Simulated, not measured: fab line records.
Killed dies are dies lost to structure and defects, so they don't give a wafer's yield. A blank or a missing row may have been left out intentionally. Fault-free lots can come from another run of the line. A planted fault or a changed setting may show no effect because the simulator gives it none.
Chamber matching :: flow n5_finfet :: N5_BEOL_M12_TRENCH_ETCH_34 on rie_diel-01 has 4 sister chambers
The step etches SiOC in C4F8/O2/Ar, target depth 318.95 nm, time 125.5 s. 8 wafers are shown with their chamber, then 10 later ones without.

== WAFERS, EACH WITH ITS CHAMBER ==
wafer: L078.1
chamber: 3
drypump_motor_current_A (A): 5.8
throttle_valve_pct (%): 24.07

wafer: L084.1
chamber: 0
drypump_motor_current_A (A): 5.4
throttle_valve_pct (%): 24.49

wafer: L084.6
chamber: 1
drypump_motor_current_A (A): 4.9
throttle_valve_pct (%): 23.92

wafer: L091.1
chamber: 0
drypump_motor_current_A (A): 5.4
throttle_valve_pct (%): 24.50

wafer: L091.5
chamber: 3
drypump_motor_current_A (A): 5.8
throttle_valve_pct (%): 24.11

wafer: L091.6
chamber: 2
drypump_motor_current_A (A): 5.5
throttle_valve_pct (%): 24.15

wafer: L093.1
chamber: 2
drypump_motor_current_A (A): 5.5
throttle_valve_pct (%): 24.18

wafer: L093.2
chamber: 1
drypump_motor_current_A (A): 4.8
throttle_valve_pct (%): 23.96

== WAFERS MISSING THEIR CHAMBER ==
wafer: L093.4
drypump_motor_current_A (A): 5.8
throttle_valve_pct (%): 24.11

wafer: L095.1
drypump_motor_current_A (A): 5.8
throttle_valve_pct (%): 24.12

wafer: L095.2
drypump_motor_current_A (A): 5.5
throttle_valve_pct (%): 24.20

wafer: L095.3
drypump_motor_current_A (A): 5.3
throttle_valve_pct (%): 24.50

wafer: L095.4
drypump_motor_current_A (A): 4.9
throttle_valve_pct (%): 23.98

wafer: L095.5
drypump_motor_current_A (A): 4.8
throttle_valve_pct (%): 23.99

wafer: L095.6
drypump_motor_current_A (A): 5.5
throttle_valve_pct (%): 24.19

wafer: L097.3
drypump_motor_current_A (A): 5.4
throttle_valve_pct (%): 24.54

wafer: L097.4
drypump_motor_current_A (A): 5.8
throttle_valve_pct (%): 24.12

wafer: L097.5
drypump_motor_current_A (A): 5.4
throttle_valve_pct (%): 24.51

== WHICH CHAMBER EACH WENT THROUGH ==
wafer: L093.4
from the rows above: 3
in truth: 3

wafer: L095.1
from the rows above: 3
in truth: 3

wafer: L095.2
from the rows above: 2
in truth: 2

wafer: L095.3
from the rows above: 0
in truth: 0

wafer: L095.4
from the rows above: 1
in truth: 1

wafer: L095.5
from the rows above: 1
in truth: 1

wafer: L095.6
from the rows above: 2
in truth: 2

wafer: L097.3
from the rows above: 0
in truth: 0

wafer: L097.4
from the rows above: 3
in truth: 3

wafer: L097.5
from the rows above: 0
in truth: 0
Correct placement for 10 of the 10. Not placeable from these rows: 0. Wrongly placed: 0.
How it was worked out, from the rows above alone: a wafer's distance from a chamber is the root of the sum, over the readings, of the square of ((its reading less the chamber's mean) divided by the reading's scatter). The wafer belongs to the nearest chamber; if the next one is less than 2 further off, it can't be placed. For every chamber, the mean is computed from those of its wafers that are shown. The scatter: the root of (the sum of the squares of (reading less its chamber's mean) over the shown wafers, divided by (wafers less chambers)).
